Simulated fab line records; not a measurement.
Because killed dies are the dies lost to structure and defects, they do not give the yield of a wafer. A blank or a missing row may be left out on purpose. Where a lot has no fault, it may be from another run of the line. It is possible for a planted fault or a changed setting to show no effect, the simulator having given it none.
The same fault as seen by 2 desks ; flow n5Finfet ; what lay behind the numbers comes last; until then each desk has only its own

== METROLOGY DESK ==
What the gauges read, lot by lot, whatever tool the lot ran on: means of the sampled wafers that have a number. Any lot whose mean is over 4 standard deviations away from the usual mean is out of limits and marked OUT; that distance is given in the brackets. It has 11 readings; the 7 that lie furthest out on some lot are the ones shown.
Columns: A = SD_N_BLK_OVL at N5_SD_EPI_N_OVL_MEAS_10, usual -0.3 nm; B = DIBL_N at N5_BEOL_M4_RC_MEAS_101, usual 35.8 mV/V; C = DIBL_P at N5_BEOL_M4_RC_MEAS_101, usual 35.9 mV/V; D = IOFF_P at N5_BEOL_M4_RC_MEAS_101, usual 0.21 nA/um; E = ION_N at N5_BEOL_M4_RC_MEAS_101, usual 672 uA/um; F = VT_N at N5_BEOL_M4_RC_MEAS_101, usual 250 mV; G = VT_P at N5_BEOL_M4_RC_MEAS_101, usual -250 mV
lot;first seen here;A;B;C;D;E;F;G
L461;day 3 19:59;-0.2;36.1;33.3;0.16;665;255;-256
L463;day 4 09:08;-0.3;36.3;34.5;0.21;667;249;-248
L466;day 5 02:25;-0.2;35.5;35.3;0.16;660;254;-254
L467;day 5 06:51;0.0;36.0;36.3;0.22;681;248;-248
L468;day 5 15:18;-1.3;37.8;35.2;0.21;666;253;-249
L469;day 5 20:08;0.2;36.2;34.9;0.21;676;250;-247
L476;day 7 11:25;-0.5;34.9;37.2;0.24;688;246;-248
L478;day 8 03:49;-1.2;34.1;34.9;0.22;667;251;-247
L479;day 8 07:26;-1.6;33.8;34.4;0.20;663;252;-250
L480;day 8 13:55;-1.2;35.8;35.5;0.22;682;249;-248
Result from this desk: across the 10 lots, nothing is out of limits.

== FOR THE TOOL OWNER'S DESK: rieDiel-05 ==
The tool's own readings at N5_SD_EPI_P_ETCH_36 (etches SiARC in CF4, target depth 45.5 nm, time 75.8 s): means of the sampled wafers that have a number, for each lot that ran on this tool. Any lot whose mean is over 4 standard deviations away from the usual mean is out of limits and marked OUT; that distance is given in the brackets.
Columns: A = chamberPressureMTorr at N5_SD_EPI_P_ETCH_36, usual 40.00 mTorr; B = drypumpMotorCurrentA at N5_SD_EPI_P_ETCH_36, usual 5.60 A; C = etchRfOnTimeS at N5_SD_EPI_P_ETCH_36, usual 75.3 s; D = oesProductAu at N5_SD_EPI_P_ETCH_36, usual 0.67 a.u.; E = rfVppV at N5_SD_EPI_P_ETCH_36, usual 184.5 V; F = showerheadPlenumPTorr at N5_SD_EPI_P_ETCH_36, usual 2.17 Torr; G = throttleValvePct at N5_SD_EPI_P_ETCH_36, usual 15.58 %
lot;first seen here;A;B;C;D;E;F;G
L463;day 4 13:41;39.99;5.44;76.2;0.70;185.0;2.16;15.53
L467;day 5 11:40;39.99;5.63;74.6;0.71;185.6;2.19;15.44
L468;day 5 20:39;40.02;5.47;76.1;0.65;184.5;2.13;15.66
L469;day 6 00:37;40.04;5.54;76.5;0.61;183.7;2.12;15.86
L476;day 7 15:56;39.98;5.65;90.9 (+12) OUT;0.63;185.6;2.20;15.43
L478;day 8 08:39;39.97;5.72;84.6 (+7.1) OUT;0.67;184.4;2.20;15.54
L479;day 8 11:58;39.98;5.55;92.3 (+13) OUT;0.61;184.4;2.15;15.71
Finding of this desk: L476, L478, L479 out of limits; the first was L476 at day 7 15:56, on etchRfOnTimeS at N5_SD_EPI_P_ETCH_36. In limits: L463, L467, L468, L469.

== BROUGHT TOGETHER ==
The tool owner's desk could have raised an alarm at day 7 15:56, on L476, L478, L479.
Metrology desk: nothing out of limits seen.
The metrology desk has L476, L478, L479 on record, within its limits.
All the named lots went through N5_SD_EPI_P_ETCH_36 on rieDiel-05.

== WHAT THE SIMULATOR HAD PUT IN ==
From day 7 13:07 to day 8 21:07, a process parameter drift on rieDiel-05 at N5_SD_EPI_P_ETCH_36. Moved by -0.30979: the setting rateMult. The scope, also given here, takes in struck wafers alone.
Struck lots among those shown: L476, L478, L479.
Each desk's first reading out of limits, in hours after the fault started: the tool owner's desk, 3.
